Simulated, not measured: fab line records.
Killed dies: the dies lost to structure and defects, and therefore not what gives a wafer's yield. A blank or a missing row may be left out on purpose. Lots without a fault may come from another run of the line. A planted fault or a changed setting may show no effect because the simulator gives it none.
Chamber matching	flow nand harc	rie diel-05 running NHARC_A_STAIRCASE_ETCH_169: 4 sister chambers
The step etches the open film in CH3F/O2, target depth 50 nm, time 107.1 s. 20 wafers are shown with their chamber, then 10 later ones without.

== WAFERS PAIRED WITH THEIR CHAMBERS ==
wafer	chamber	showerhead plenum p Torr (Torr)	rf vpp V (V)	oes product au (a.u.)
L075.1	2	2.64	245.7	0.968
L075.2	1	2.35	242.2	0.981
L075.3	0	2.52	243.7	0.968
L076.2	3	2.50	245.3	0.964
L076.5	1	2.34	241.4	0.950
L076.6	3	2.50	245.8	0.962
L082.1	1	2.34	242.4	0.970
L082.2	3	2.49	244.6	0.963
L082.6	3	2.49	244.6	0.966
L083.1	2	2.64	248.4	0.944
L083.3	1	2.34	242.8	0.933
L083.5	1	2.34	243.2	0.925
L084.4	3	2.49	244.2	0.968
L084.5	0	2.51	245.7	0.962
L084.6	2	2.63	247.4	0.959
L086.1	2	2.63	245.6	0.983
L086.3	1	2.34	243.1	0.963
L086.6	0	2.51	244.3	0.961
L088.3	1	2.33	242.0	0.959
L088.4	2	2.63	245.5	0.953

SIGNATURES (averages over the wafers above)
reading	chamber 0	chamber 1	chamber 2	chamber 3	scatter within a chamber
showerhead plenum p Torr	2.5133	2.3400	2.6340	2.4940	0.00563
rf vpp V	244.567	242.443	246.520	244.900	0.905
oes product au	0.96367	0.95443	0.96140	0.96460	0.0144
Rule: for each reading, subtract the chamber's mean from the wafer's reading, divide by that reading's scatter and square the result; add these up over the readings and take the root, which gives the wafer's distance from the chamber. The wafer belongs to the nearest chamber; if the next one is less than 2 further off, it can't be placed. The scatter is the square root of a quotient: the sum, over the shown wafers, of each reading's squared deviation from its chamber's mean, divided by wafers minus chambers.

== WAFERS WITHOUT THEIR CHAMBER ==
wafer	showerhead plenum p Torr (Torr)	rf vpp V (V)	oes product au (a.u.)
L088.5	2.63	245.3	0.949
L091.2	2.50	245.4	0.957
L091.4	2.62	245.5	0.933
L091.5	2.50	245.7	0.963
L095.2	2.62	246.6	0.951
L095.3	2.50	244.0	1.008
L095.6	2.62	246.6	0.952
L096.1	2.47	244.2	0.952
L096.5	2.49	244.7	0.953
L096.6	2.32	242.4	0.947

== WHICH CHAMBER EACH ONE RAN IN ==
wafer	from the rows above	in truth
L088.5	2	2
L091.2	can't be placed: 3 or 0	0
L091.4	2	2
L091.5	can't be placed: 3 or 0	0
L095.2	2	2
L095.3	can't be placed: 3 or 0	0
L095.6	2	2
L096.1	3	3
L096.5	3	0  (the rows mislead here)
L096.6	1	1
Correct placement for 6 of the 10. Cannot be placed on the basis of these rows: 3; the candidates contain the true chamber in 3. 1 placed wrongly.
